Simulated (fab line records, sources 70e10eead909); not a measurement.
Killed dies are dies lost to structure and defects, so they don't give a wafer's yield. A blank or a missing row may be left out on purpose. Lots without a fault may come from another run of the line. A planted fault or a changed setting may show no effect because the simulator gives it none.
Which tool did it? | flow nand_harc | 12 lots, 36 wafers sampled, at 2 steps of a route of 1302

WHAT THE GAUGES READ, wafer by wafer
NHARC_A_M0_OVL_MEAS_10: pitch 160 nm.
lot  | measured     | on         | overlay_x_nm (nm)
L075 | day 23 06:10 | overlay-02 | -0.1 -0.3 -0.2
L078 | day 24 00:04 | overlay-01 | 0.7 0.5 0.7
L079 | day 24 13:34 | overlay-02 | 0.9 1.0 1.0
L081 | day 25 10:52 | overlay-02 | 0.0 0.3 0.0
L083 | day 26 05:48 | overlay-02 | 0.4 1.1 0.9
L085 | day 26 22:38 | overlay-01 | -1.7 -1.8 -1.4
L089 | day 28 09:04 | overlay-01 | 1.7 1.2 0.2
L087 | day 28 11:52 | overlay-01 | 1.0 0.9 0.5
L093 | day 30 05:15 | overlay-02 | -1.2 -0.6 -1.4
L091 | day 30 16:18 | overlay-02 | 0.2 0.4 0.1
L096 | day 31 12:29 | overlay-01 | -0.7 0.1 0.2
L097 | day 32 01:06 | overlay-01 | 0.1 0.1 -0.2

WHICH TOOL RAN EACH LOT (tool, then ch and the chambers of the sampled wafers, then the start)
lot  | NHARC_A_BLC_ETCH_18
L075 | rie_diel-11 ch 0,2,3, day 23 06:10 or earlier
L078 | rie_diel-11 ch 0,2, day 24 00:04 or earlier
L079 | rie_diel-11 ch 2,3, day 24 13:34 or earlier
L081 | rie_diel-02 ch 0,2,3, day 25 10:52 or earlier
L083 | rie_diel-11 ch 1,2,3, day 26 05:48 or earlier
L085 | rie_diel-11 ch 1,2,3, day 26 22:38 or earlier
L089 | rie_diel-11 ch 0,1,3, day 28 09:04 or earlier
L087 | rie_diel-11 ch 0,1,3, day 28 11:52 or earlier
L093 | rie_diel-11 ch 0,2,3, day 30 05:15 or earlier
L091 | rie_diel-11 ch 0,1,2, day 30 16:18 or earlier
L096 | rie_diel-10 ch 1,2, day 31 12:29 or earlier
L097 | rie_diel-11 ch 0,2,3, day 32 01:06 or earlier
- NHARC_A_BLC_ETCH_18: etches the open film in C4F8/O2/Ar, target depth 910 nm.

THE ANSWER, worked out from the rows above alone
Rule: what is usual is taken from the lots themselves. Put in order of their means at a reading, lots are off if they are a third of the lots or fewer, leave a main group of 4 or more, and stand apart from it by a gap of 3 or more times the standard deviation of the main group's means; of several such gaps the widest counts. A main group whose means are all the same, to the digits that the tables above print for the reading, isn't used. A lot without any number at a reading at which 4 lots or more have one is off too. The other lots that the step has rows for count as sound.
No lot is off at any reading shown: from this, nothing can be told.

WHAT THE SIMULATOR HAD PUT IN
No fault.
